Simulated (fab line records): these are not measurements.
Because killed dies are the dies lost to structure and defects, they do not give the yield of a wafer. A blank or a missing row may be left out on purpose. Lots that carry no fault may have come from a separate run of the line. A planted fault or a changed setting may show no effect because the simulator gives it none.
A struck lot beside a sound one ; flow n5-finfet ; 15 out of 1938 route steps
Sound: wafers L328.1, L328.5, L328.6. Struck: wafer L335.5 (L335.1, L335.3, from the same lot, were not struck and are left out); the cause is given at the end.
For every step that has rows: the tool of each side, followed by ch and its chambers, followed by its first start. Under that, the readings that differ: sound wafers ; struck wafers ; difference of the means ; sigmas: that difference in standard deviations of wafers without a fault.
alike: same words and numbers on both sides, and readings whose means sit less than 2 such deviations apart. not compared: any withheld reading, any reading some wafer has no value for, any bound like >300 that may hide the same value, and any number with overlapping values for which the record gives no deviation.
A row with sigmas, a row that says differs or no value, or rows on one side alone: a step with any of these is where the two part. Non-overlapping numbers with no deviation appear without sigmas and do not part them. Lack of a reading on every wafer of one side parts them only where that side has two or more wafers.

N5_HKMG_FIN_INSPECT_61: inspects for defects (macro).
  struck on defect-inspect-01, day 7 04:41; sound on defect-inspect-01, day 5 08:55
  alike: raw-defect-count
then, 1 step without rows for these wafers: N5_HKMG_FIN_DESCUM_53 (chemistry O2, time 7.9 s).
N5_HKMG_FIN_ETCH_54: etches SiARC in CF4, target depth 45.5 nm, time 75.8 s.
  sound on rie-diel-04 ch 2,3, day 5 09:07; struck on rie-diel-05 ch 1, day 7 04:59
  alike: drypump-motor-current-A, etch-rf-on-time-s, oes-product-au, rf-vpp-V, showerhead-plenum-p-Torr, throttle-valve-pct
  not compared: rf-hours-counter-h
then, 2 steps without rows for these wafers: N5_HKMG_FIN_ETCH_55 (etches SOC in N2/H2, target depth 240 nm, time 300 s); N5_HKMG_FIN_STRIP_56 (strips in N2/H2).
N5_HKMG_FIN_STRIP_57: strips in CF4.
  sound on rie-diel-04 ch 2,3, day 5 09:21; struck on rie-diel-05 ch 1, day 7 05:14
  alike: drypump-motor-current-A, oes-product-au, rf-vpp-V, showerhead-plenum-p-Torr, throttle-valve-pct
  not compared: rf-hours-counter-h
N5_HKMG_FIN_ETCH_58: etches SOC in N2/H2, target depth 215.8 nm, time 741 s.
  sound on rie-diel-04 ch 2,3, day 5 09:22; struck on rie-diel-05 ch 1, day 7 05:15
  alike: drypump-motor-current-A, oes-product-au, rf-vpp-V, showerhead-plenum-p-Torr, throttle-valve-pct
  not compared: rf-hours-counter-h
N5_HKMG_FIN_STRIP_93: strips SOC in N2/H2, time 20 s.
  sound on rie-diel-04 ch 2,3, day 5 09:48; struck on rie-diel-05 ch 1, day 7 05:41
  alike: drypump-motor-current-A, oes-product-au, rf-vpp-V, showerhead-plenum-p-Torr, throttle-valve-pct
  not compared: rf-hours-counter-h
then, 1 step without rows for these wafers: N5_HKMG_FIN_WET_ETCH_76 (etches Al2O3 in dNH4OH, stops on La2O3, target depth 2.25 nm, rinse time 30 s).
N5_HKMG_FIN_STRIP_60: strips in N2/H2, time 360 s.
  sound on plasma-asher-02 ch 0,1, day 5 09:57; struck on plasma-asher-01 ch 1, day 7 05:50
reading;sound;struck;difference;sigmas
heater-power-w (W);462 478 486;532;+57;+2
  alike: drypump-motor-current-A
  not compared: rf-hours-counter-h
then, 2 steps without rows for these wafers: N5_HKMG_FIN_WET_ETCH_77 (etches La2O3 in dHCl, stops on HfO2, target depth 2 nm); N5_HKMG_FIN_WET_ETCH_78 (etches Al2O3 in dNH4OH, stops on La2O3, target depth 4.5 nm, rinse time 30 s).
N5_HKMG_FIN_ALD_79: deposits TiN, target thk 1.5 nm, pulse time 1 s, purge time 3 s.
  sound on ald-metal-01 ch 2,3, day 5 10:26; struck on ald-metal-01 ch 2, day 7 06:19
reading;sound;struck;difference;sigmas
ald-cycles;68 68 68;73;+5;
  alike: chamber-pressure-Torr, heater-power-w, precursor-pulse-height-rel
then, 1 step without rows for these wafers: N5_HKMG_FIN_CVD_62 (deposits a-Si from Si2H6, target thk 3 nm, time 20.8 s).
-- a jump in the record: the struck wafers' starts before and after are 4 days apart (it breaks off in module HKMG_FIN and resumes in module BEOL_M4, where the first step shown is number 1111 of the route) --
N5_BEOL_M4_RC_MEAS_101:
  sound on prober-01 ch 0, day 9 05:29; struck on prober-02 ch 0, day 11 10:38
  alike: DIBL_N, DIBL_P, IOFF_N, IOFF_P, ION_N, ION_P, SS_N, SS_P, VT_N, VT_P

== WHERE THEY PART ==
Only at N5_HKMG_FIN_STRIP_60, as far as this record shows. Later steps at which nothing parts them and some readings are alike: N5_HKMG_FIN_ALD_79, N5_BEOL_M4_RC_MEAS_101.

WHY: whatever the simulator had introduced
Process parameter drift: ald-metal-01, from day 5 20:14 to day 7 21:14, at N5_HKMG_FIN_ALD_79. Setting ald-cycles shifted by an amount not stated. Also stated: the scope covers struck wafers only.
